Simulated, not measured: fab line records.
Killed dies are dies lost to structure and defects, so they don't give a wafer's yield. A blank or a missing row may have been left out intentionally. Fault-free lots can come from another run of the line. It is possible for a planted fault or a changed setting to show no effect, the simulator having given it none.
The tool behind it: which one?    flow nand harc    14 lots, 42 wafers sampled, at 4 steps of a route of 1159

## WHAT EACH GAUGE READ, for each wafer
The record lacks any reading of a measuring or inspecting step that a usual standard deviation could be used to judge.

## EACH LOT AND THE TOOL THAT RAN IT (in order: tool; ch and the chambers of the sampled wafers; start)
lot   NHARC_A_CHANNEL_FILL_D1_STRIP_29               NHARC_A_STAIRCASE_ETCH_170                     NHARC_A_STAIRCASE_PEB_07           NHARC_A_STAIRCASE_ETCH_17
L315  rie diel-02 ch 0,1,3, day 11 05:25 or earlier  rie diel-12 ch 0,1,3, day 11 05:25 or earlier  litho track-02 ch 0, day 11 05:25  rie diel-04 ch 1,2,3, no start
L317  rie diel-01 ch 0,2,3, day 11 17:52 or earlier  rie diel-12 ch 0,1, day 11 17:52 or earlier    litho track-02 ch 0, day 11 17:52  rie diel-11 ch 0,1,3, no start
L316  rie diel-02 ch 2,3, day 11 18:05 or earlier    rie diel-12 ch 1,2, day 11 18:05 or earlier    litho track-03 ch 0, day 11 18:05  rie diel-04 ch 1,2, no start
L318  rie diel-06 ch 0,1,3, day 11 18:11             rie diel-12 ch 0,2,3, day 12 02:52 or earlier  litho track-05 ch 0, day 12 02:52  rie diel-11 ch 0,1,3, no start
L324  rie diel-01 ch 0,1, day 13 08:01               rie diel-12 ch 0,2,3, day 13 17:56 or earlier  litho track-03 ch 0, day 13 17:56  rie diel-11 ch 0,1,2, no start
L326  rie diel-01 ch 1,3, day 14 03:03 or earlier    rie diel-04 ch 1,3, day 14 03:03 or earlier    litho track-03, day 14 03:03       rie diel-04 ch 0,2,3, no start
L325  rie diel-06 ch 1,2,3, day 14 03:38 or earlier  rie diel-11 ch 0,1,3, day 14 03:38 or earlier  litho track-03, day 14 03:38       rie diel-11 ch 0,3, no start
L328  rie diel-06 ch 1,2,3, day 14 11:10 or earlier  rie diel-11 ch 2,3, day 14 11:10 or earlier    litho track-02 ch 0, day 14 11:10  rie diel-11 ch 1,3, no start
L329  rie diel-06 ch 0,1,2, day 14 21:55 or earlier  rie diel-12 ch 0,1,2, day 14 21:55 or earlier  litho track-03 ch 0, day 14 21:55  rie diel-11 ch 0,2,3, no start
L332  rie diel-01 ch 0,2,3, day 15 09:26 or earlier  rie diel-11 ch 1,3, day 15 09:26 or earlier    litho track-03 ch 0, day 15 09:26  rie diel-12 ch 0,1,2, no start
L330  rie diel-06 ch 0,2,3, day 15 09:43 or earlier  rie diel-12 ch 0,1, day 15 09:43 or earlier    litho track-03 ch 0, day 15 09:43  rie diel-12 ch 2,3, no start
L331  rie diel-01 ch 0,2,3, day 15 16:59 or earlier  rie diel-11 ch 1,2, day 15 16:59 or earlier    litho track-03 ch 0, day 15 16:59  rie diel-04 ch 2,3, no start
L335  rie diel-06 ch 1,3, day 15 19:44               rie diel-04 ch 0,3, day 16 05:13 or earlier    litho track-03 ch 0, day 16 05:13  rie diel-04 ch 0,1,3, no start
L334  rie diel-06 ch 0,1,2, day 16 16:24 or earlier  rie diel-04 ch 0,2,3, day 16 16:24 or earlier  litho track-02 ch 0, day 16 16:24  rie diel-04 ch 0,2,3, no start
- NHARC_A_CHANNEL_FILL_D1_STRIP_29: strips in O2, time 20 s.
- NHARC_A_STAIRCASE_ETCH_170: etches the open film in C4F6/O2, target depth 200 nm, time 66.667 s.
- NHARC_A_STAIRCASE_PEB_07: peb time 130 s.
- NHARC_A_STAIRCASE_ETCH_17: etches the open film in C4F8/O2, target depth 100 nm, time 40.5 s.

## AS READ BY THE TOOLS THEMSELVES (means over the sampled wafers that have a number; for cases with no such wafer, the mark the record gives instead)
NHARC_A_CHANNEL_FILL_D1_STRIP_29. Usual: drypump motor current A 5.9 A, standard deviation 0.34; oes product au 1.000 a.u., standard deviation 0.0077; rf vpp V 57.9 V, standard deviation 0.95; showerhead plenum p Torr 3.60 Torr, standard deviation 0.13; throttle valve pct 17.035 %, standard deviation 0.0091.
lot   tool         drypump motor current A (A)  oes product au (a.u.)  rf vpp V (V)  showerhead plenum p Torr (Torr)  throttle valve pct (%)  flag
L315  rie diel-02  5.7                          0.999                  58.0          3.67                             17.026                  
L317  rie diel-01  5.9                          1.008                  58.0          3.50                             17.040                  
L316  rie diel-02  5.6                          0.998                  57.7          3.44                             17.031                  
L318  rie diel-06  6.1                          0.999                  58.9          3.70                             17.041                  
L324  rie diel-01  5.7                          1.003                  57.4          3.58                             17.029                  
L326  rie diel-01  5.9                          1.000                  57.6          3.43                             17.036                  
L325  rie diel-06  6.1                          0.987                  57.2          3.65                             17.034                  
L328  rie diel-06  6.1                          0.999                  58.5          3.65                             17.032                  
L329  rie diel-06  6.1                          0.997                  57.5          3.66                             17.036                  
L332  rie diel-01  5.9                          1.005                  57.3          3.50                             17.029                  
L330  rie diel-06  5.9                          1.000                  58.1          3.65                             17.035                  
L331  rie diel-01  5.9                          0.996                  57.2          3.50                             17.034                  
L335  rie diel-06  6.4                          1.001                  58.7          3.70                             17.029                  
L334  rie diel-06  6.2                          1.000                  58.1          3.66                             17.042                  

NHARC_A_STAIRCASE_ETCH_170. Usual: drypump motor current A 5.6 A, standard deviation 0.5; oes product au 0.970 a.u., standard deviation 0.017; rf vpp V 546 V, standard deviation 3.4; showerhead plenum p Torr 3.89 Torr, standard deviation 0.16; throttle valve pct 26.902 %, standard deviation 0.009.
lot   tool         drypump motor current A (A)  oes product au (a.u.)  rf vpp V (V)  showerhead plenum p Torr (Torr)  throttle valve pct (%)  flag
L315  rie diel-12  5.6                          0.983                  547           3.91                             26.900                  
L317  rie diel-12  5.5                          0.975                  545           3.86                             26.901                  
L316  rie diel-12  5.5                          0.955                  546           3.87                             26.904                  
L318  rie diel-12  5.9                          0.979                  548           3.97                             26.907                  
L324  rie diel-12  5.8                          0.977                  548           3.96                             26.907                  
L326  rie diel-04  5.6                          0.979                  548           3.97                             26.904                  
L325  rie diel-11  5.8                          0.981                  546           3.85                             26.895                  
L328  rie diel-11  5.5                          0.973                  552           4.14                             26.907                  
L329  rie diel-12  5.5                          0.942                  545           3.85                             26.903                  
L332  rie diel-11  6.1                          0.981                  548           4.01                             26.892                  
L330  rie diel-12  5.5                          0.950                  546           3.84                             26.906                  
L331  rie diel-11  5.9                          0.966                  545           3.84                             26.898                  
L335  rie diel-04  5.1                          0.993                  544           3.81                             26.913                  
L334  rie diel-04  5.3                          0.987                  545           3.85                             26.909                  

NHARC_A_STAIRCASE_PEB_07. Usual: chill plate temp C 23.00 C, standard deviation 0.11; exhaust pa 45.2 Pa, standard deviation 0.98.
lot   tool            chill plate temp C (C)  exhaust pa (Pa)  flag
L315  litho track-02  23.10                   44.9             
L317  litho track-02  23.17                   44.1             
L316  litho track-03  23.04                   44.5             
L318  litho track-05  23.02                   45.5             
L324  litho track-03  22.91                   45.0             
L326  litho track-03  -                       -                OFF
L325  litho track-03  -                       -                OFF
L328  litho track-02  22.95                   44.8             
L329  litho track-03  22.98                   45.1             
L332  litho track-03  23.01                   45.1             
L330  litho track-03  23.03                   46.3             
L331  litho track-03  23.16                   46.4             
L335  litho track-03  22.97                   46.3             
L334  litho track-02  22.97                   43.0             

NHARC_A_STAIRCASE_ETCH_17. Usual: oes product au 0.940 a.u., standard deviation 0.0087; rf vpp V 895 V, standard deviation 5.7.
lot   tool         oes product au (a.u.)  rf vpp V (V)  flag
L315  rie diel-04  0.936                  896           
L317  rie diel-11  0.953                  894           
L316  rie diel-04  0.935                  893           
L318  rie diel-11  0.948                  894           
L324  rie diel-11  0.938                  894           
L326  rie diel-04  0.922                  893           
L325  rie diel-11  0.933                  898           
L328  rie diel-11  0.950                  894           
L329  rie diel-11  0.943                  897           
L332  rie diel-12  0.936                  894           
L330  rie diel-12  0.935                  898           
L331  rie diel-04  0.947                  897           
L335  rie diel-04  0.943                  892           
L334  rie diel-04  0.937                  893           

## THE ANSWER, worked out from the rows above alone
Rule: take the mean of a lot's wafers that have a number; if it is more than 3 standard deviations from the usual mean, the lot is off. A lot without any number at a reading at which 4 lots or more have one is off too. Where the step has rows for the other lots, those lots are counted as sound. The gauges are gone through in route order, then the tools' own readings, and for those a lot's mean is taken as printed above. The first step at which some lot is off is used, and at that step the reading that is off furthest; a lot without a number counts as furthest.
Off: L326, L325 (NHARC_A_STAIRCASE_PEB_07, chill plate temp C). Without a number there: L326, L325.
If a tool, at that step or one of the process steps before it, ran each lot that is off and ran no sound lot following the first of them, it fits. NHARC_A_CHANNEL_FILL_D1_STRIP_29 gives no start for some lots, so the hours and the order of its lots are those of NHARC_A_STAIRCASE_PEB_07. NHARC_A_STAIRCASE_ETCH_170 gives no start for some lots, so the hours and the order of its lots are those of NHARC_A_STAIRCASE_PEB_07. No candidate that was tried fits.

## WHAT HAD BEEN PUT IN BY THE SIMULATOR
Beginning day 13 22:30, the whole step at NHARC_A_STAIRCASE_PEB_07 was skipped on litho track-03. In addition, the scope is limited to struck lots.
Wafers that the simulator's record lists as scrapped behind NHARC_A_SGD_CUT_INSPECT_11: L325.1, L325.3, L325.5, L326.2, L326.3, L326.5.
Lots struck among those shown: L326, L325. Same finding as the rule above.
